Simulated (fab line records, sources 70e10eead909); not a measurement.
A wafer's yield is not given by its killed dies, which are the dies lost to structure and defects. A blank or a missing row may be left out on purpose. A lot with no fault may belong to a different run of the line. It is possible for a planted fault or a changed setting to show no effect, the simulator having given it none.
fab line records -- flow nandHarc
record: lots: 6, wafers: 18, lastDay: 34
route steps=1302 shown A_STAIRCASE@760 END@1302
lots that met no fault: from a run of the same line without faults
startH: the number of hours between the record's first day and the start of the first shown wafer of the lot -- waitH: how many hours have passed since the lot's step before this one -- " identical to the entry in the row above -- L1.1+2: a row that stands for several wafers -- - no value, or no start given -- * or withheld: withheld -- < > ~ a bound
route shown NAME@n: a module of which the file shows steps, and the number in the route of the first -- usual: mean/standard deviation of fault-free wafers -- same: alike in all rows -- chamber/n: place in a boat -- sites: each site's reading -- _std_site: the standard deviation of these -- _edge_site: inner sites' mean taken away from outer sites' mean -- radiusMm: for every site, how far away it sits from the centre of the wafer -- mask NAME#n: copy n -- behind: the tool/chamber that last shaped the wafer -- hold: reason for holding the lot/hours on hold/outcome of the hold -- device: transistor that didn't switch, given as n, p or np -- end of line: the tests these same wafers got at the end of their route -- a step given without rows: its recipe and nothing more -- killed: dies lost to structure and defects at the first sort, not the wafer's yield -- map: the dies of a wafer, with x for killed, . for not killed, _ for no die there
set.NAME: setting as actually run; set.NAME@STEP: the setting as run at that earlier step -- model.NAME: the simulator's own value behind a step, which no gauge read
certain route steps with their lots: each step a table, each wafer a row
services: a tool's chamber out of use, with start hour (startH, from the record's first day; less than 0 if before it), hours out, and reason
== steps ==
step: NHARC_A_STAIRCASE_EBR_246
step: NHARC_A_STAIRCASE_EXPOSE_247
recipe: na: 0.5, doseMj: 25.34, maskId: SDS_1
step: NHARC_A_STAIRCASE_PEB_248
recipe: pebTempC: 115, pebTimeS: 130
step: NHARC_A_STAIRCASE_DEVELOP_249
recipe: timeS: 140
step: NHARC_A_STAIRCASE_HARDBAKE_251
recipe: tempC: 120, timeS: 140
step: NHARC_A_STAIRCASE_DESCUM_252
recipe: timeS: 3, o2FlowSccm: 200, arFlowSccm: 0, biasPowerW: 0, chemistry: O2
usual: drypumpMotorCurrentA: 5.8/0.44, oesProductAu: 1.003/0.0084, rfVppV: 57.8/0.81, showerheadPlenumPTorr: 1.91/0.1, throttleValvePct: 11.311/0.0086
lot.wafer,tool,chamber,startH,waitH,drypumpMotorCurrentA,oesProductAu,rfHoursCounterH,rfVppV,showerheadPlenumPTorr,throttleValvePct
L682.2,rieDiel-13,3,391.39,-,6.2,1.011,10,57.8,1.98,11.313
L682.1,rieDiel-13,0,391.39,-,5.4,1.000,17,59.2,2.07,11.316
L682.3,rieDiel-13,1,391.39,-,5.6,0.990,16,57.0,1.85,11.303
L683.4,rieDiel-06,3,401.82,-,5.4,1.019,35,58.4,1.84,11.310
L683.6,rieDiel-06,2,401.82,-,5.3,1.004,-,57.3,1.83,11.299
L683.5,rieDiel-06,3,401.82,-,5.4,1.010,-,58.0,1.84,11.309
L684.2,rieDiel-01,3,413.32,-,6.6,1.012,11,57.3,1.84,11.319
L684.6,rieDiel-01,2,413.32,-,5.8,0.991,-,57.5,2.02,11.311
L684.5,rieDiel-01,3,413.32,-,6.6,1.009,-,57.7,1.84,11.328
L695.4,rieDiel-06,0,525.67,-,6.5,1.016,10,57.4,1.96,11.312
L695.1,rieDiel-06,2,525.67,-,5.3,1.002,13,57.7,1.82,11.317
L695.6,rieDiel-06,1,525.67,-,6.0,1.005,-,58.7,2.07,11.320
L698.3,rieDiel-06,0,555.49,-,6.5,1.008,20,58.4,1.96,11.290
L698.1,rieDiel-06,2,555.49,-,5.3,1.004,25,58.0,1.81,11.301
L698.2,rieDiel-06,3,555.49,-,5.4,1.014,18,57.8,1.82,11.299
L701.4,rieDiel-13,3,589.76,-,6.3,0.997,13,57.8,1.96,11.321
L701.1,rieDiel-13,1,589.76,-,5.6,1.002,24,57.3,1.83,11.324
L701.6,rieDiel-13,0,589.76,-,5.4,1.005,-,59.1,2.05,11.316
step: NHARC_A_STAIRCASE_ETCH_253
recipe: targetDepthA: 500, timeS: 20.2, ionEnergyEv: 400, c4f8FlowSccm: 20, o2FlowSccm: 10, arFlowSccm: withheld, rfW: 600, biasW: 1000, chemistry: C4F8/O2
usual: oesProductAu: 0.956/0.019, rfVppV: 896/6.5
lot.wafer,tool,chamber,startH,waitH,oesProductAu,rfHoursCounterH,rfVppV
L682.2,rieDiel-13,1,391.48,0.1,0.971,16,893
L682.3,rieDiel-13,3,391.48,0.1,0.966,10,901
L682.1,rieDiel-13,0,391.48,0.1,0.957,17,906
L683.4,rieDiel-06,2,401.90,0.1,0.948,36,892
L683.6,rieDiel-06,0,401.90,0.1,0.957,-,899
L683.5,rieDiel-06,1,401.90,0.1,0.964,-,888
L684.2,rieDiel-01,0,413.40,0.1,0.962,11,904
L684.5,rieDiel-01,3,413.40,0.1,0.964,-,892
L684.6,rieDiel-01,0,413.40,0.1,0.974,-,905
L695.4,rieDiel-06,0,525.78,0.1,0.959,10,899
L695.1,rieDiel-06,1,525.78,0.1,0.945,13,906
L695.6,rieDiel-06,1,525.78,0.1,0.943,-,905
L698.2,rieDiel-06,0,555.58,0.1,0.975,20,898
L698.3,rieDiel-06,1,555.58,0.1,0.954,26,905
L698.1,rieDiel-06,2,555.58,0.1,0.990,25,891
L701.1,rieDiel-13,1,590.07,0.3,0.941,24,891
L701.4,rieDiel-13,2,590.07,0.3,0.940,24,896
L701.6,rieDiel-13,1,590.07,0.3,0.942,-,891
step: NHARC_A_STAIRCASE_STRIP_254
recipe: powerW: 1500, tempC: 250, chemistry: O2
usual: drypumpMotorCurrentA: 5.8/0.34, heaterPowerW: 346/42
lot.wafer,tool,chamber,startH,waitH,drypumpMotorCurrentA,heaterPowerW,rfHoursCounterH
L682.1,plasmaAsher-01,0,391.57,-,5.4,304,4
L682.2,plasmaAsher-01,1,391.57,-,5.8,318,4
L682.3,plasmaAsher-01,0,391.57,-,5.4,302,-
L683.4,plasmaAsher-02,1,402.13,-,5.9,345,-
L683.6,plasmaAsher-02,0,402.13,-,6.3,409,-
L683.5,plasmaAsher-02,1,402.13,-,5.9,349,-
L684.2,plasmaAsher-01,0,413.49,-,5.4,292,12
L684.6,plasmaAsher-01,0,413.49,-,5.3,298,-
L684.5,plasmaAsher-01,1,413.49,-,5.8,324,-
L695.1,plasmaAsher-02,0,526.12,-,6.3,416,21
L695.4,plasmaAsher-02,1,526.12,-,5.9,346,-
L695.6,plasmaAsher-02,0,526.12,-,6.3,410,-
L698.1,plasmaAsher-02,0,555.66,-,6.3,417,26
L698.2,plasmaAsher-02,1,555.66,-,5.9,347,26
L698.3,plasmaAsher-02,0,555.66,-,6.3,404,-
L701.1,plasmaAsher-02,0,590.15,-,6.3,408,32
L701.4,plasmaAsher-02,1,590.15,-,5.9,349,-
L701.6,plasmaAsher-02,1,590.15,-,5.9,352,-
step: NHARC_A_STAIRCASE_STRIP_255
recipe: timeS: 900, tempC: 130, chemistry: SPM
step: NHARC_A_STAIRCASE_PRECLEAN_256
recipe: timeS: *, tempC: 50, bathAgeMin: 0, chemistry: SC1
step: NHARC_A_STAIRCASE_SRD_257
step: NHARC_A_STAIRCASE_HM_DEP_456
recipe: targetThkA: 31000, tempC: 400, material: aC
usual: throttleValvePct: 35.001/0.0095
lot.wafer,tool,chamber,startH,waitH,throttleValvePct
L682.1,aclDep-01,0,392.39,-,34.973
L682.2,aclDep-01,0,392.39,-,35.005
L682.3,aclDep-01,0,392.39,-,35.001
L682.1,aclDep-01,0,394.85,2.2,34.983
L682.2,aclDep-01,0,394.85,2.2,34.986
L682.3,aclDep-01,0,394.85,2.2,34.994
L683.4,aclDep-03,0,405.69,-,34.996
L683.5,aclDep-03,0,405.69,-,34.999
L683.6,aclDep-03,0,405.69,-,34.993
L684.2,aclDep-02,0,414.95,-,34.999
L684.5,aclDep-02,0,414.95,-,35.002
L684.6,aclDep-02,0,414.95,-,34.991
L684.2,aclDep-01,0,417.35,2.1,35.008
L684.5,aclDep-01,0,417.35,2.1,35.014
L684.6,aclDep-01,0,417.35,2.1,35.003
L695.1,aclDep-02,0,529.95,-,34.986
L695.4,aclDep-02,0,529.95,-,35.001
L695.6,aclDep-02,0,529.95,-,35.002
L698.1,aclDep-02,0,556.90,-,35.010
L698.2,aclDep-02,0,556.90,-,34.997
L698.3,aclDep-02,0,556.90,-,35.011
L701.1,aclDep-02,0,592.56,-,35.001
L701.4,aclDep-02,0,592.56,-,35.010
L701.6,aclDep-02,0,592.56,-,35.003
step: NHARC_A_STAIRCASE_DEP_259
recipe: targetThkA: 300, targetThkNm: 30, tempC: 400, pressureTorr: 3.5, flowSccm: 200, rfW: 350, material: SiON
usual: heaterPowerW: 765/54
lot.wafer,tool,chamber,startH,waitH,heaterPowerW
L682.1,pecvd-01,0,396.68,1.5,700
L682.3,pecvd-01,1,396.68,1.5,842
L682.2,pecvd-01,2,396.68,1.5,761
L683.6,pecvd-02,2,406.73,0.1,743
L683.4,pecvd-02,0,406.73,0.1,797
L683.5,pecvd-02,1,406.73,0.1,736
L684.2,pecvd-03,1,418.97,1.3,720
L684.6,pecvd-03,2,418.97,1.3,798
L684.5,pecvd-03,0,418.97,1.3,718
L695.1,pecvd-02,2,531.83,1.6,790
L695.4,pecvd-02,2,531.83,1.6,772
L695.6,pecvd-02,0,531.83,1.6,811
L698.2,pecvd-02,0,558.80,1.3,793
L698.1,pecvd-02,1,558.80,1.3,755
L698.3,pecvd-02,2,558.80,1.3,709
L701.1,pecvd-03,2,594.55,1.7,880
L701.6,pecvd-03,1,594.55,1.7,761
L701.4,pecvd-03,2,594.55,1.7,859
step: NHARC_END_SORT_01
recipe: tempC: 25
usual: killedAtArray: 58/20, killedAtOther: 0.9/1.4, killedAtPeriphery: 4/3.1, killedDies: 63/20, killedOpen: 3.3/1.8, killedShort: 2.4/1.5
same: grossDies: 677
lot.wafer,tool,chamber,startH,waitH,killedAtArray,killedAtOther,killedAtPeriphery,killedDies,killedOpen,killedShort
L684.2,prober-02,0,614.70,2.8,74,0,1,75,5,2
L684.5,prober-02,0,617.07,3.7,76,0,3,79,5,2
L684.6,prober-02,0,617.87,4.0,65,4,2,71,4,4
L695.1,prober-01,0,738.29,2.5,40,0,11,51,3,3
L695.4,prober-01,0,740.65,3.4,47,0,4,51,1,2
L695.6,prober-01,0,742.22,3.9,44,0,7,51,4,0
killed by level:class
L684.2 A_CHANNEL_HOLE_D2:chamberFilmFlake=29 A_SLIT:chamberFilmFlake=27 A_CONTACT:chamberFilmFlake=6 A_CHANNEL_HOLE_D1:chamberFilmFlake=3 A_WL_FILL:geometricParticle:short=2 A_WL_FILL:chamberFilmFlake=2 P_M1:geometricParticle:open=1 A_CHANNEL_HOLE_D2:geometricParticle:open=1
L684.5 A_CHANNEL_HOLE_D2:chamberFilmFlake=34 A_SLIT:chamberFilmFlake=28 A_CHANNEL_HOLE_D1:chamberFilmFlake=4 A_CONTACT:chamberFilmFlake=4 P_CONTACT:geometricParticle:open=1 P_M1:geometricParticle:open=1 P_M2:geometricParticle:open=1 A_CHANNEL_HOLE_D1:geometricParticle:open=1
L684.6 A_CHANNEL_HOLE_D2:chamberFilmFlake=34 A_SLIT:chamberFilmFlake=15 A_CHANNEL_HOLE_D1:chamberFilmFlake=4 THIN_TSV:chamberFilmFlake=4 A_WL_FILL:geometricParticle:short=2 A_CONTACT:chamberFilmFlake=2 P_M0:geometricParticle:open=1 P_M2:geometricParticle:open=1
L695.1 A_CHANNEL_HOLE_D1:chamberFilmFlake=30 P_M2:chamberFilmFlake=6 A_SLIT:chamberFilmFlake=3 P_ZERO_WELL:chamberFilmFlake=2 A_CONTACT:chamberFilmFlake=2 P_GATE:geometricParticle:short=1 P_CONTACT:geometricParticle:open=1 A_CHANNEL_HOLE_D1:geometricParticle:short=1
L695.4 A_CHANNEL_HOLE_D1:chamberFilmFlake=30 P_M2:chamberFilmFlake=4 A_SLIT:chamberFilmFlake=4 A_CONTACT:chamberFilmFlake=4 A_WL_FILL:chamberFilmFlake=2 A_WL_FILL:geometricParticle:short=1 A_CONTACT:geometricParticle:short=1 A_M0:geometricParticle:open=1
L695.6 A_CHANNEL_HOLE_D1:chamberFilmFlake=32 P_M2:chamberFilmFlake=5 A_SLIT:chamberFilmFlake=3 A_M0:geometricParticle:open=2 A_STAIRCASE:chamberFilmFlake=2 A_CONTACT:chamberFilmFlake=2 P_M1:geometricParticle:open=1 A_CHANNEL_FILL_D1:geometricParticle:open=1
== services ==
tool,chamber,startH,hours,kind
aclDep-01,-,371.07,13.0,pm
rieDiel-01,-,382.39,9.0,pm
rieDiel-13,1,384.78,2.4,repair
pecvd-02,-,388.21,1.6,repair
plasmaAsher-02,-,393.12,1.4,repair
pecvd-02,-,408.51,13.0,pm
rieDiel-06,-,419.89,0.2,repair
plasmaAsher-02,-,426.12,9.0,pm
aclDep-02,-,427.31,13.0,pm
pecvd-01,-,441.56,0.5,repair
pecvd-02,-,445.35,1.3,repair
rieDiel-01,3,481.29,5.7,repair
rieDiel-06,-,484.56,9.0,pm
pecvd-03,2,484.57,12.3,repair
plasmaAsher-02,-,491.92,1.8,repair
pecvd-02,-,493.33,3.3,repair
rieDiel-06,3,493.93,7.9,repair
rieDiel-13,-,519.00,9.0,pm
plasmaAsher-01,-,519.30,9.0,pm
rieDiel-13,3,528.26,14.9,repair
pecvd-03,-,547.08,13.0,pm
aclDep-01,-,552.62,13.0,pm
rieDiel-01,-,559.39,9.0,pm
pecvd-02,-,589.66,13.0,pm
== key ==
firstSign: step: NHARC_A_STAIRCASE_HM_DEP_456, reading: visit, direction: added
effect none on later readings
metAt NHARC_A_STAIRCASE_HM_DEP_456
struckWafers L682.1,L682.2,L682.3,L684.2,L684.5,L684.6
testerLeftOut L682,L684
fault: kind: repeatedStepWhole, tool: aclDep-01,aclDep-02,aclDep-03, chamber: -, onsetH: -, steps: NHARC_A_STAIRCASE_HM_DEP_456, times: 1, scope: struckLotsOnly
testerLeftOut: of these lots the tester's yield and bins aren't shown, on N5 and GAA mostly nor the transistor test; their killed dies are dies lost to structure and defects alone, not to doping, threshold or leakage, so they don't give the yield
